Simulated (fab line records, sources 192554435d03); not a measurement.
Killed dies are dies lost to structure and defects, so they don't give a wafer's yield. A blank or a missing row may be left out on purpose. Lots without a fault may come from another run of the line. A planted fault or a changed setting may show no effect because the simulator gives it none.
A struck lot beside a sound one | flow n5_finfet | 35 steps out of a route of 1938
Sound: wafers L364.3, L364.4, L364.6. Struck: wafers L357.1, L357.4, L357.5. The cause comes at the end.
At each step with rows: each side's tool, then ch and its chambers, then its first start. Under that, the readings that differ: sound wafers | struck wafers | difference of the means | sigmas: that difference in standard deviations of wafers without a fault.
alike: readings whose means differ by less than 2 such deviations, and words and numbers that are the same on both sides. not compared: withheld readings, readings that some wafer has no value for, bounds like >300 that may hide the same value, and numbers for which the record gives no deviation and whose values overlap.
The two part at a step that has a row with sigmas, a row that says differs or no value, or rows on one side only. Numbers that don't overlap but have no deviation are shown without sigmas and don't part them. A reading that every wafer of one side lacks parts them only if that side has two wafers or more.

first, 7 steps without rows for these wafers: N5_SD_ACTIVATION_RTA_00 (time 0 s); N5_SD_ACTIVATION_LSA_01 (time 0.0008 s); N5_ILD0_LINER_00 (material SiNx, target thk 4 nm, pulse time 1 s, purge time 2 s); N5_ILD0_FCVD_FILL_01 (material SiO2 flowable, target thk 200 nm, time 328.3 s); N5_ILD0_CURE_02 (time 1800 s); N5_ILD0_CMP_03 (polishes, stops on SiNx, t overpolish 1.9 s, target thk 197.38 nm); N5_ILD0_CMP_07 (polishes SiO2 flowable, stops on poly-Si, t overpolish 1.18 s, target thk 138.88 nm).
N5_ILD0_PRECLEAN_10: cleans in NF3:NH3, afs cycles 5, time 20 s, sublimation time 60 s.
  sound on remote_plasma-01 ch 0, day 8 08:56; struck on remote_plasma-02 ch 1, day 6 16:27
  reading                                              | sound                | struck               | difference | sigmas
  sublimation_temp_c (C)                               | 180.13 180.18 180.16 | 179.68 179.77 179.97 | -0.35      | -2
  time_s (s)                                           | 20 20 20             | 22.028 22.028 22.028 | +2.028     |
  model.SiO2_flowable_of_ILD0_FCVD_FILL_01.thk_nm (nm) | 121 122 121          | 117.6 118.8 118.4    | -3.1       |
  alike: rf_power_w
then, 24 steps without rows for these wafers: N5_ILD0_ALD_15 (deposits SiNx, target thk 24 nm, pulse time 1 s, ald cycles 480); N5_ILD0_CMP_12 (polishes SiNx, stops on poly-Si, t overpolish 6 s, target thk 17.67 nm); N5_SDB_HM_DEP_00 (deposits SiNx from SiH4/NH3/N2, target thk 40 nm, time 35.3 s); N5_SDB_COAT_03 (time 60 s, resist thk 100 nm); N5_SDB_COAT_04 (time 60 s, resist thk 18 nm); N5_SDB_COAT_05 (resist thk 90 nm); N5_SDB_EBR_07; N5_SDB_SOFTBAKE_06 (time 60 s); N5_SDB_EXPOSE_08 (exposes mask SDB); N5_SDB_PEB_09 (peb time 60 s); N5_SDB_DEVELOP_10 (develop time 30 s); N5_SDB_DESCUM_16 (chemistry O2, time 7.9 s); N5_SDB_ETCH_17 (etches SiARC in CF4, target depth 23.4 nm, time 39 s); N5_SDB_ETCH_18 (etches SOC in N2/H2, target depth 100 nm, overetch 20 nm, time 150 s); N5_SDB_STRIP_19 (strips in N2/H2); N5_SDB_STRIP_21 (strips in CF4); N5_SDB_HM_OPEN_20 (chemistry CH3F/O2, target SiNx, stops on poly-Si, target depth 24 nm); N5_SDB_STRIP_22 (strips in N2/H2); N5_SDB_PRECLEAN_23 (cleans in dHF, time 30 s); N5_SDB_DUMMY_REMOVE_24 (chemistry TMAH, target poly-Si, stops on SiO2, target depth 142 nm, time 57 s, rinse time 30 s); N5_SDB_ETCH_25 (etches SiO2 in C4F6/O2, target depth 10 nm, time 3.3 s); N5_SDB_CUT_ETCH_26 (etches Si in HBr/Cl2/O2, target depth 129.6 nm, bt time 20 s, time 51.8 s); N5_SDB_PRECLEAN_38 (cleans in dHF, time 10 s); N5_SDB_PRECLEAN_39 (cleans in O3/DIW, time 45 s).
N5_MOL_CONTACT_COAG_WET_ETCH_116: etches the open film in SC1-inhibited, target depth 4.6 nm, rinse time 30 s.
  sound on wet_bench-04 ch 0,1,2, day 9 19:23; struck on wet_bench-05 ch 0,5,6, day 8 03:40
  reading                                              | sound             | struck            | difference | sigmas
  model.SiO2_flowable_of_ILD0_FCVD_FILL_01.thk_nm (nm) | 112.8 113.6 112.8 | 109.6 110.6 110.2 | -2.9       |
-- the record jumps here: 3 days lie between the struck wafers' starts before and after (it left off in module MOL_CONTACT_COAG and takes up again in module BEOL_M4, whose first step shown is number 1111 of the route) --
N5_BEOL_M4_RC_MEAS_101:
  sound on prober-01 ch 0, day 12 17:17; struck on prober-01 ch 0, day 11 09:34
  reading       | sound          | struck         | difference | sigmas
  ION_P (uA/um) | 471 464 477    | 442 473 449    | -16        | -2
  VT_P (mV)     | -248 -247 -244 | -258 -252 -256 | -9         | -3
  alike: DIBL_N, DIBL_P, IOFF_N, IOFF_P, ION_N, SS_N, SS_P, VT_N
-- the record jumps here: 4 days lie between the struck wafers' starts before and after (it left off in module BEOL_M4 and takes up again in module PASSIVATION, whose first step shown is number 1936 of the route) --
N5_PASSIVATION_PROBE_49:
  the record has rows for the struck wafers here (prober-01, day 15 11:38) and none for the sound ones

WHERE THEY PART
First at N5_ILD0_PRECLEAN_10; last, within this record, at N5_PASSIVATION_PROBE_49.

WHY: what the simulator had put in
Process parameter drift: remote_plasma-02, from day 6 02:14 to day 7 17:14, at N5_ILD0_PRECLEAN_10. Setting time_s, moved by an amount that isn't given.
